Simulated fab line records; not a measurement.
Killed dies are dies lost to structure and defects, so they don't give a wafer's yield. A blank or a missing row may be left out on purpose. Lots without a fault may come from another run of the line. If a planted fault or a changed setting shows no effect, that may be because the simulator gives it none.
Which tool is to blame? ; flow nandHarc ; 24 lots, 72 wafers sampled, at 2 steps of a route of 1302

## WHAT THE GAUGES READ, wafer by wafer
NHARC_A_CHANNEL_FILL_D1_INSPECT_13.
lot;measured;on;rawDefectCount
L074;day 10 22:25;defectInspect-02;361 231 419
L075;day 11 11:46;defectInspect-01;427 568 672
L076;day 11 19:25;defectInspect-02;374 397 328
L077;day 12 00:22;defectInspect-02;474 370 362
L078;day 12 16:19;defectInspect-02;224 201 250
L079;day 13 11:16;defectInspect-02;533 176 297
L080;day 13 11:18;defectInspect-02;748 475 425
L081;day 13 21:37;defectInspect-01;247 313 203
L082;day 14 09:37;defectInspect-01;281 180 173
L083;day 14 18:59;defectInspect-01;188 398 476
L084;day 15 09:28;defectInspect-02;345 354 358
L085;day 15 09:28;defectInspect-01;219 215 403
L086;day 15 21:34;defectInspect-01;136 173 198
L087;day 15 21:34;defectInspect-02;373 447 316
L088;day 16 23:32;defectInspect-02;163 213 181
L089;day 17 05:00;defectInspect-02;204 257 231
L090;day 17 14:52;defectInspect-01;293 184 310
L091;day 18 04:12;defectInspect-02;334 276 261
L092;day 18 12:41;defectInspect-02;282 318 381
L093;day 18 20:01;defectInspect-01;279 191 351
L094;day 19 16:19;defectInspect-02;318 139 167
L095;day 19 16:19;defectInspect-01;218 261 154
L096;day 20 06:04;defectInspect-01;267 352 314
L097;day 20 18:37;defectInspect-01;335 315 334

## WHICH TOOL RAN EACH LOT (tool, then ch and the chambers of the sampled wafers, then the start)
lot;NHARC_A_CHANNEL_FILL_D1_ALD_15
L074;aldSinBatch-02 ch 0, day 10 22:25 or earlier
L075;aldSinBatch-03 ch 0, day 11 11:46 or earlier
L076;aldSinBatch-03 ch 0, day 11 19:25 or earlier
L077;aldSinBatch-02 ch 0, day 12 00:22 or earlier
L078;aldSinBatch-03 ch 0, day 12 16:19 or earlier
L079;aldSinBatch-02 ch 0, day 13 11:16 or earlier
L080;aldSinBatch-02 ch 0, day 13 11:18 or earlier
L081;aldSinBatch-01 ch 0, day 13 21:37 or earlier
L082;aldSinBatch-03 ch 0, day 12 19:47
L083;aldSinBatch-02 ch 0, day 14 18:59 or earlier
L084;aldSinBatch-02 ch 0, day 15 09:28 or earlier
L085;aldSinBatch-02 ch 0, day 15 09:28 or earlier
L086;aldSinBatch-02 ch 0, day 15 21:34 or earlier
L087;aldSinBatch-02 ch 0, day 15 21:34 or earlier
L088;aldSinBatch-02 ch 0, day 16 23:32 or earlier
L089;aldSinBatch-01 ch 0, day 17 05:00 or earlier
L090;aldSinBatch-01 ch 0, day 17 14:52 or earlier
L091;aldSinBatch-02 ch 0, day 18 04:12 or earlier
L092;aldSinBatch-02 ch 0, day 18 12:41 or earlier
L093;aldSinBatch-03 ch 0, day 18 20:01 or earlier
L094;aldSinBatch-02 ch 0, day 19 16:19 or earlier
L095;aldSinBatch-02 ch 0, day 19 16:19 or earlier
L096;aldSinBatch-01 ch 0, day 20 06:04 or earlier
L097;aldSinBatch-01 ch 0, day 20 18:37 or earlier
- NHARC_A_CHANNEL_FILL_D1_ALD_15: deposits SiNx, target thk 2 nm, pulse time 60 s, ald cycles 19.

## WHAT THE TOOLS THEMSELVES READ (means of the sampled wafers that have a number; where no wafer has one, the mark that the record gives instead)
NHARC_A_CHANNEL_FILL_D1_ALD_15.
lot;tool;precursorPulseHeightRel
L074;aldSinBatch-02;0.999
L075;aldSinBatch-03;1.016
L076;aldSinBatch-03;1.005
L077;aldSinBatch-02;1.009
L078;aldSinBatch-03;1.017
L079;aldSinBatch-02;1.013
L080;aldSinBatch-02;1.014
L081;aldSinBatch-01;1.002
L082;aldSinBatch-03;0.987
L083;aldSinBatch-02;1.002
L084;aldSinBatch-02;0.977
L085;aldSinBatch-02;0.986
L086;aldSinBatch-02;0.983
L087;aldSinBatch-02;1.012
L088;aldSinBatch-02;1.007
L089;aldSinBatch-01;1.008
L090;aldSinBatch-01;1.011
L091;aldSinBatch-02;0.995
L092;aldSinBatch-02;0.981
L093;aldSinBatch-03;1.010
L094;aldSinBatch-02;1.004
L095;aldSinBatch-02;0.991
L096;aldSinBatch-01;0.997
L097;aldSinBatch-01;0.993

## THE ANSWER, worked out from the rows above alone
Rule: usual is defined by the lots themselves. Put in order of their means at a reading, lots are off if they are a third of the lots or fewer, leave a main group of 4 or more, and stand apart from it by a gap of 3 or more times the standard deviation of the main group's means; of several such gaps the widest counts. A main group whose means are all the same, to the digits that the tables above print for the reading, isn't used. Also off: a lot with no number at a reading for which 4 or more lots have one. Any other lot the step has rows for is counted as sound. After the gauges, taken in route order, come the tools' own readings; for these a lot's mean is taken, as printed above. The first step at which some lot is off is used, and at that step the reading that is off furthest; a lot without a number counts as furthest.
Across all readings shown, no lot is off: no conclusion can be drawn from this.

## WHAT WAS PUT IN BY THE SIMULATOR
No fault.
